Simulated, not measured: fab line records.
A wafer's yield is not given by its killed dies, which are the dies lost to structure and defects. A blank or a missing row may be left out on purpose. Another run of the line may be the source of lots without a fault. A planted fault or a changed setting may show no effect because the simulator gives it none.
Split-lot trial / flow n5_finfet / 7 lots, 21 wafers read, on a route of 1938 steps

== SPLIT DETAILS ==
At N5_BEOL_M3_COAT_05 (resist thk 30 nm), the setting spin_rpm was moved away from the recipe's 1500 rpm on 9 of the 21 wafers read, by -10.5% to +5.9%. For the rest of the wafers, this setting stayed at what the recipe calls for.

== FROM THE SPLIT TO THE READING: what the file shows between them, 2 steps ==
- N5_BEOL_M3_EBR_07
- N5_BEOL_M3_SOFTBAKE_06: time 60 s

== THE READING ==
CAR-EUV_of_BEOL_M3_COAT_05.thk_nm (the simulator's own value, which no gauge read), in nm, at N5_BEOL_M3_DESCUM_16 (chemistry O2, time 7 s). No usual value for it is given in the file. The 12 wafers here that ran the recipe average 26.2 nm, standard deviation 0.099 nm.

wafer=L077.3; tool, chamber at the split=litho_track-03, 0; spin_rpm as run, rpm=1500; against the recipe=recipe; CAR-EUV_of_BEOL_M3_COAT_05.thk_nm, nm=26.2; against lot-mates on the recipe=-
wafer=L077.4; tool, chamber at the split=litho_track-03, 0; spin_rpm as run, rpm=1500; against the recipe=recipe; CAR-EUV_of_BEOL_M3_COAT_05.thk_nm, nm=26.4; against lot-mates on the recipe=-
wafer=L077.5; tool, chamber at the split=litho_track-03, 0; spin_rpm as run, rpm=1500; against the recipe=recipe; CAR-EUV_of_BEOL_M3_COAT_05.thk_nm, nm=26.4; against lot-mates on the recipe=-
wafer=L079.3; tool, chamber at the split=litho_track-05, 0; spin_rpm as run, rpm=1588; against the recipe=+5.9%; CAR-EUV_of_BEOL_M3_COAT_05.thk_nm, nm=25.4; against lot-mates on the recipe=-0.8
wafer=L079.5; tool, chamber at the split=litho_track-05, 0; spin_rpm as run, rpm=1500; against the recipe=recipe; CAR-EUV_of_BEOL_M3_COAT_05.thk_nm, nm=26.2; against lot-mates on the recipe=-
wafer=L079.6; tool, chamber at the split=litho_track-05, 0; spin_rpm as run, rpm=1588; against the recipe=+5.9%; CAR-EUV_of_BEOL_M3_COAT_05.thk_nm, nm=25.2; against lot-mates on the recipe=-1.0
wafer=L082.4; tool, chamber at the split=litho_track-02, 0; spin_rpm as run, rpm=1500; against the recipe=recipe; CAR-EUV_of_BEOL_M3_COAT_05.thk_nm, nm=26.2; against lot-mates on the recipe=-
wafer=L082.5; tool, chamber at the split=litho_track-02, 0; spin_rpm as run, rpm=1500; against the recipe=recipe; CAR-EUV_of_BEOL_M3_COAT_05.thk_nm, nm=26.2; against lot-mates on the recipe=-
wafer=L082.6; tool, chamber at the split=litho_track-02, 0; spin_rpm as run, rpm=1500; against the recipe=recipe; CAR-EUV_of_BEOL_M3_COAT_05.thk_nm, nm=26; against lot-mates on the recipe=-
wafer=L091.3; tool, chamber at the split=litho_track-02, 0; spin_rpm as run, rpm=1500; against the recipe=recipe; CAR-EUV_of_BEOL_M3_COAT_05.thk_nm, nm=26.2; against lot-mates on the recipe=-
wafer=L091.5; tool, chamber at the split=litho_track-02, 0; spin_rpm as run, rpm=1500; against the recipe=recipe; CAR-EUV_of_BEOL_M3_COAT_05.thk_nm, nm=26.2; against lot-mates on the recipe=-
wafer=L091.4; tool, chamber at the split=litho_track-02, 0; spin_rpm as run, rpm=1342; against the recipe=-10.5%; CAR-EUV_of_BEOL_M3_COAT_05.thk_nm, nm=27.8; against lot-mates on the recipe=+1.6
wafer=L093.1; tool, chamber at the split=litho_track-05, 0; spin_rpm as run, rpm=1589; against the recipe=+5.9%; CAR-EUV_of_BEOL_M3_COAT_05.thk_nm, nm=25.2; against lot-mates on the recipe=-1.0
wafer=L093.2; tool, chamber at the split=litho_track-05, 0; spin_rpm as run, rpm=1589; against the recipe=+5.9%; CAR-EUV_of_BEOL_M3_COAT_05.thk_nm, nm=25.4; against lot-mates on the recipe=-0.8
wafer=L093.4; tool, chamber at the split=litho_track-05, 0; spin_rpm as run, rpm=1500; against the recipe=recipe; CAR-EUV_of_BEOL_M3_COAT_05.thk_nm, nm=26.2; against lot-mates on the recipe=-
wafer=L095.2; tool, chamber at the split=litho_track-03, 0; spin_rpm as run, rpm=1500; against the recipe=recipe; CAR-EUV_of_BEOL_M3_COAT_05.thk_nm, nm=26.2; against lot-mates on the recipe=-
wafer=L095.5; tool, chamber at the split=litho_track-03, 0; spin_rpm as run, rpm=1368; against the recipe=-8.8%; CAR-EUV_of_BEOL_M3_COAT_05.thk_nm, nm=27.6; against lot-mates on the recipe=+1.4
wafer=L095.6; tool, chamber at the split=litho_track-03, 0; spin_rpm as run, rpm=1368; against the recipe=-8.8%; CAR-EUV_of_BEOL_M3_COAT_05.thk_nm, nm=27.6; against lot-mates on the recipe=+1.4
wafer=L094.2; tool, chamber at the split=litho_track-02, 0; spin_rpm as run, rpm=1500; against the recipe=recipe; CAR-EUV_of_BEOL_M3_COAT_05.thk_nm, nm=26.2; against lot-mates on the recipe=-
wafer=L094.4; tool, chamber at the split=litho_track-02, 0; spin_rpm as run, rpm=1437; against the recipe=-4.2%; CAR-EUV_of_BEOL_M3_COAT_05.thk_nm, nm=26.8; against lot-mates on the recipe=+0.6
wafer=L094.6; tool, chamber at the split=litho_track-02, 0; spin_rpm as run, rpm=1437; against the recipe=-4.2%; CAR-EUV_of_BEOL_M3_COAT_05.thk_nm, nm=26.8; against lot-mates on the recipe=+0.6

THE FIT
A straight line over all 21 wafers: CAR-EUV_of_BEOL_M3_COAT_05.thk_nm changes by -0.154 nm for each +1% of spin_rpm; r = -0.99; the points scatter about the line by 0.094 nm.
The same after taking each lot's own level away (the mean of its wafers on the recipe; 21 wafers): -0.154 nm for each +1%; r = -1.00; scatter 0.073 nm.
On that fit, the largest move of spin_rpm shifts the reading by 1.6 nm.
The span of the lots' own levels, 26.13 to 26.33 nm, comes to 2.0 times the standard deviation stated above.
The two slopes agree, so the slope changes little with the lot-to-lot level.
Check: with one of the wafers moved furthest among these (-10.5%) left out of the fit, the line predicts +1.63 nm for it against its lot-mates. Against them it came out at +1.6 nm.

== THESE WAFERS: OTHER SPLITS ==
Note: prior to the reading, these wafers also went through further splits. Each is held against what the fit with the lots' levels taken away leaves over:
other split on the same wafers=N5_BEOL_M2_EXPOSE_25 dose_mj; wafers away from the commonest value=4; r with CAR-EUV_of_BEOL_M3_COAT_05.thk_nm (lot level and that fit taken away)=-0.09

== THE WHOLE CHAIN: every reading that the file lists as answering this split, in the file's order ==
step=N5_BEOL_M3_COAT_05; what it does=resist thk 30 nm; reading=CAR-EUV_of_BEOL_M3_COAT_05.thk_nm (the simulator's own value, which no gauge read); change (the file's fit)=-0.161 nm for each +1% of the setting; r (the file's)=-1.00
step=N5_BEOL_M3_DESCUM_16; what it does=chemistry O2, time 7 s; reading=CAR-EUV_of_BEOL_M3_COAT_05.thk_nm (the simulator's own value, which no gauge read); change (the file's fit)=-0.154 nm for each +1% of the setting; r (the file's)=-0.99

== FILE'S OWN FIT ==
CAR-EUV_of_BEOL_M3_COAT_05.thk_nm changes by -0.154 nm for each +1% of spin_rpm, r = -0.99.
